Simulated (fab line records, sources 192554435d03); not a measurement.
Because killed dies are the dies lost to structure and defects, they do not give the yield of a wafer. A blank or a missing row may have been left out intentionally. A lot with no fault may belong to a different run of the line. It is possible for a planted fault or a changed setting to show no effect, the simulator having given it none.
Split-lot study / flow n5 finfet / 7 lots, 21 wafers read, on a route of 1938 steps

SPLIT DETAILS
At N5_MOL_CONTACT_COAG_ALD_27 (deposits SiOC, target thk 17 nm, pulse time 1.5 s, time 2720 s), the setting ald cycles was moved away from the recipe's 340 on 8 of the 21 wafers read, by -13.8% to +14.4%. The other wafers ran this setting at the recipe's value.

The reading comes from the split's own step.

THE READING
SiOC_of_MOL_CONTACT_COAG_ALD_27.thk nm (the simulator's own value, which no gauge read), in nm, at N5_MOL_CONTACT_COAG_ALD_27 (deposits SiOC, target thk 17 nm, pulse time 1.5 s, time 2720 s). The file does not state a usual value for it. The 13 wafers here that ran the recipe average 17.0 nm, standard deviation 0.078 nm.

wafer=L076.1; tool, chamber at the split=ald sin-04, 3,1,2; ald cycles as run=340; against the recipe=recipe; SiOC_of_MOL_CONTACT_COAG_ALD_27.thk nm, nm=17; against lot-mates on the recipe=-
wafer=L076.2; tool, chamber at the split=ald sin-04, 3,1,2; ald cycles as run=340; against the recipe=recipe; SiOC_of_MOL_CONTACT_COAG_ALD_27.thk nm, nm=17; against lot-mates on the recipe=-
wafer=L076.4; tool, chamber at the split=ald sin-04, 3,1,2; ald cycles as run=340; against the recipe=recipe; SiOC_of_MOL_CONTACT_COAG_ALD_27.thk nm, nm=17; against lot-mates on the recipe=-
wafer=L083.1; tool, chamber at the split=ald sin-04, 3,1,2; ald cycles as run=296; against the recipe=-12.9%; SiOC_of_MOL_CONTACT_COAG_ALD_27.thk nm, nm=14.8; against lot-mates on the recipe=no lot-mate on the recipe
wafer=L083.3; tool, chamber at the split=ald sin-04, 3,1,2; ald cycles as run=296; against the recipe=-12.9%; SiOC_of_MOL_CONTACT_COAG_ALD_27.thk nm, nm=14.8; against lot-mates on the recipe=no lot-mate on the recipe
wafer=L083.4; tool, chamber at the split=ald sin-04, 3,1,2; ald cycles as run=296; against the recipe=-12.9%; SiOC_of_MOL_CONTACT_COAG_ALD_27.thk nm, nm=14.8; against lot-mates on the recipe=no lot-mate on the recipe
wafer=L088.3; tool, chamber at the split=ald sin-03, 2; ald cycles as run=359; against the recipe=+5.6%; SiOC_of_MOL_CONTACT_COAG_ALD_27.thk nm, nm=18; against lot-mates on the recipe=+1.0
wafer=L088.5; tool, chamber at the split=ald sin-03, 2,1; ald cycles as run=340; against the recipe=recipe; SiOC_of_MOL_CONTACT_COAG_ALD_27.thk nm, nm=17; against lot-mates on the recipe=-
wafer=L088.6; tool, chamber at the split=ald sin-03, 2,1; ald cycles as run=340; against the recipe=recipe; SiOC_of_MOL_CONTACT_COAG_ALD_27.thk nm, nm=17; against lot-mates on the recipe=-
wafer=L089.1; tool, chamber at the split=ald sin-04, 0,1; ald cycles as run=340; against the recipe=recipe; SiOC_of_MOL_CONTACT_COAG_ALD_27.thk nm, nm=17; against lot-mates on the recipe=-
wafer=L089.2; tool, chamber at the split=ald sin-04, 0,1; ald cycles as run=340; against the recipe=recipe; SiOC_of_MOL_CONTACT_COAG_ALD_27.thk nm, nm=17; against lot-mates on the recipe=-
wafer=L089.5; tool, chamber at the split=ald sin-04, 1; ald cycles as run=340; against the recipe=recipe; SiOC_of_MOL_CONTACT_COAG_ALD_27.thk nm, nm=17.2; against lot-mates on the recipe=-
wafer=L090.1; tool, chamber at the split=ald sin-03, 0,3; ald cycles as run=389; against the recipe=+14.4%; SiOC_of_MOL_CONTACT_COAG_ALD_27.thk nm, nm=19.4; against lot-mates on the recipe=+2.4
wafer=L090.3; tool, chamber at the split=ald sin-03, 0,3; ald cycles as run=389; against the recipe=+14.4%; SiOC_of_MOL_CONTACT_COAG_ALD_27.thk nm, nm=19.4; against lot-mates on the recipe=+2.4
wafer=L090.4; tool, chamber at the split=ald sin-03, 1; ald cycles as run=340; against the recipe=recipe; SiOC_of_MOL_CONTACT_COAG_ALD_27.thk nm, nm=17; against lot-mates on the recipe=-
wafer=L093.1; tool, chamber at the split=ald sin-02, 0; ald cycles as run=293; against the recipe=-13.8%; SiOC_of_MOL_CONTACT_COAG_ALD_27.thk nm, nm=14.6; against lot-mates on the recipe=-2.4
wafer=L093.3; tool, chamber at the split=ald sin-02, 3,2; ald cycles as run=340; against the recipe=recipe; SiOC_of_MOL_CONTACT_COAG_ALD_27.thk nm, nm=17; against lot-mates on the recipe=-
wafer=L093.5; tool, chamber at the split=ald sin-02, 3,2; ald cycles as run=340; against the recipe=recipe; SiOC_of_MOL_CONTACT_COAG_ALD_27.thk nm, nm=17; against lot-mates on the recipe=-
wafer=L096.1; tool, chamber at the split=ald sin-04, 0; ald cycles as run=387; against the recipe=+13.8%; SiOC_of_MOL_CONTACT_COAG_ALD_27.thk nm, nm=19.4; against lot-mates on the recipe=+2.5
wafer=L096.2; tool, chamber at the split=ald sin-04, 1; ald cycles as run=340; against the recipe=recipe; SiOC_of_MOL_CONTACT_COAG_ALD_27.thk nm, nm=17; against lot-mates on the recipe=-
wafer=L096.3; tool, chamber at the split=ald sin-04, 2; ald cycles as run=340; against the recipe=recipe; SiOC_of_MOL_CONTACT_COAG_ALD_27.thk nm, nm=16.8; against lot-mates on the recipe=-
Where a row lists several chambers, the file gives one row for several wafers and doesn't say which wafer went through which chamber.

THE FIT
A straight line over all 21 wafers: SiOC_of_MOL_CONTACT_COAG_ALD_27.thk nm changes by +0.17 nm for each +1% of ald cycles; r = +1.00; the points scatter about the line by 0.07 nm.
The same after taking each lot's own level away (the mean of its wafers on the recipe; 18 wafers): +0.172 nm for each +1%; r = +1.00; scatter 0.069 nm.
The reading moves by 2.5 nm for the largest change in ald cycles, on that fit.
From 16.90 to 17.07 nm: that is the span of the lots' own levels, equal to 2.1 times the standard deviation above.
Consequently the slope shifts little with the lot-to-lot level, the two slopes agreeing.
Check: +2.5 nm against its lot-mates is what the line predicts for one of the wafers moved furthest among these (+14.4%) when that wafer is left out of the fit. It came out at +2.4 nm against them.

THESE WAFERS: OTHER SPLITS
These wafers also went through other splits before the reading. Each is held against what the fit with the lots' levels taken away leaves over:
other split on the same wafers=N5_HKMG_FIN_COAT_43 spin rpm; wafers away from the commonest value=5; r with SiOC_of_MOL_CONTACT_COAG_ALD_27.thk nm (lot level and that fit taken away)=-0.01
other split on the same wafers=N5_HKMG_FIN_ETCH_54 source w; wafers away from the commonest value=6; r with SiOC_of_MOL_CONTACT_COAG_ALD_27.thk nm (lot level and that fit taken away)=+0.06
other split on the same wafers=N5_GATE_CUT_CUT_ETCH_54 bias w; wafers away from the commonest value=8; r with SiOC_of_MOL_CONTACT_COAG_ALD_27.thk nm (lot level and that fit taken away)=-0.18

THE FILE'S OWN FIT
SiOC_of_MOL_CONTACT_COAG_ALD_27.thk nm changes by +0.174 nm for each +1% of ald cycles, r = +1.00.
